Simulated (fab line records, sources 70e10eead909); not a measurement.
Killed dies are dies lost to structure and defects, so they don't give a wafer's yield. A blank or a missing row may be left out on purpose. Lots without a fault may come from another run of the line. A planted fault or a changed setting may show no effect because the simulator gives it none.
A struck lot beside a sound one | flow nand_harc | 14 steps out of a route of 1302
Sound: wafers L874.2, L874.3, L874.6. Struck: wafer L886.4. (L886.5, L886.6 of the same lot were not struck and are left out.) The cause comes at the end.
At each step with rows: each side's tool, then ch and its chambers, then its first start. Under that, the readings that differ: sound wafers | struck wafers | difference of the means | sigmas: that difference in standard deviations of wafers without a fault.
alike: readings whose means differ by less than 2 such deviations, and words and numbers that are the same on both sides. not compared: withheld readings, readings that some wafer has no value for, bounds like >300 that may hide the same value, and numbers for which the record gives no deviation and whose values overlap.
The two part at a step that has a row with sigmas, a row that says differs or no value, or rows on one side only. Numbers that don't overlap but have no deviation are shown without sigmas and don't part them. A reading that every wafer of one side lacks parts them only if that side has two wafers or more.

NHARC_A_M1_INSPECT_27:
  sound on defect_inspect-01, day 24 18:02; struck on defect_inspect-02, day 29 08:51
  alike: raw_defect_count
NHARC_A_M1_PRE_CLEAN_32: time 12 s.
  sound on pecvd-01 ch 0,1, day 24 18:07; struck on pecvd-03 ch 2, day 29 08:57
  alike: heater_power_w, susceptor_temp_C
  not compared: since_wet_clean_h
NHARC_A_M1_DEP_33: deposits SiCN, target thk 30 nm.
  sound on pecvd-01 ch 0,1, day 24 18:11; struck on pecvd-03 ch 2, day 29 09:07
  alike: heater_power_w, susceptor_temp_C
  not compared: since_wet_clean_h
NHARC_A_BONDPAD_DEP_00: deposits SiCN, target thk 250 nm.
  sound on pecvd-04 ch 0,1, day 24 19:01; struck on pecvd-03 ch 1
  alike: heater_power_w, susceptor_temp_C
  not compared: since_wet_clean_h
NHARC_A_BONDPAD_CMP_29: polishes SiCN, target thk 200 nm.
  sound on cmp-04 ch 0,1,2, day 24 19:26; struck on cmp-02 ch 0, day 29 10:00
  alike: motor_current_A
NHARC_A_BONDPAD_THK_MEAS_30: measures by ellipsometry.
  sound on film_metro-01, day 24 19:40; struck on film_metro-02, day 29 10:12
  alike: thk_nm
then, 5 steps without rows for these wafers: NHARC_A_BONDPAD_SRD_31; NHARC_A_BONDPAD_DEHYDRATE_01 (time 120 s); NHARC_A_BONDPAD_HMDS_02 (time 30 s); NHARC_A_BONDPAD_COAT_33 (time 65 s); NHARC_A_BONDPAD_COAT_03 (resist thk 600 nm).
NHARC_A_BONDPAD_SOFTBAKE_04: time 70 s.
  sound on litho_track-07 ch 0, day 24 19:00; struck on litho_track-03 ch 0, day 29 10:00
  reading                  | sound             | struck | difference | sigmas
  heater_power_total_W (W) | 199.1 201.0 199.7 | 210.4  | +10.5      | +9
then, 1 step without rows for these wafers: NHARC_A_BONDPAD_EBR_05.
NHARC_END_SORT_01:
  sound on prober-01 ch 0, day 26 01:38; struck on prober-02 ch 0, day 30 17:49
  alike: defect_limited_yield, killed_at_array, killed_at_other, killed_at_periphery, killed_dies, killed_open, killed_short

WHERE THEY PART
Only at NHARC_A_BONDPAD_SOFTBAKE_04, within this record. Later steps at which nothing parts them and some readings are alike: NHARC_END_SORT_01.

WHY: what the simulator had put in
Process parameter drift: litho_track-03, from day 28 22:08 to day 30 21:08, at NHARC_A_BONDPAD_SOFTBAKE_04. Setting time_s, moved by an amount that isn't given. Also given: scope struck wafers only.
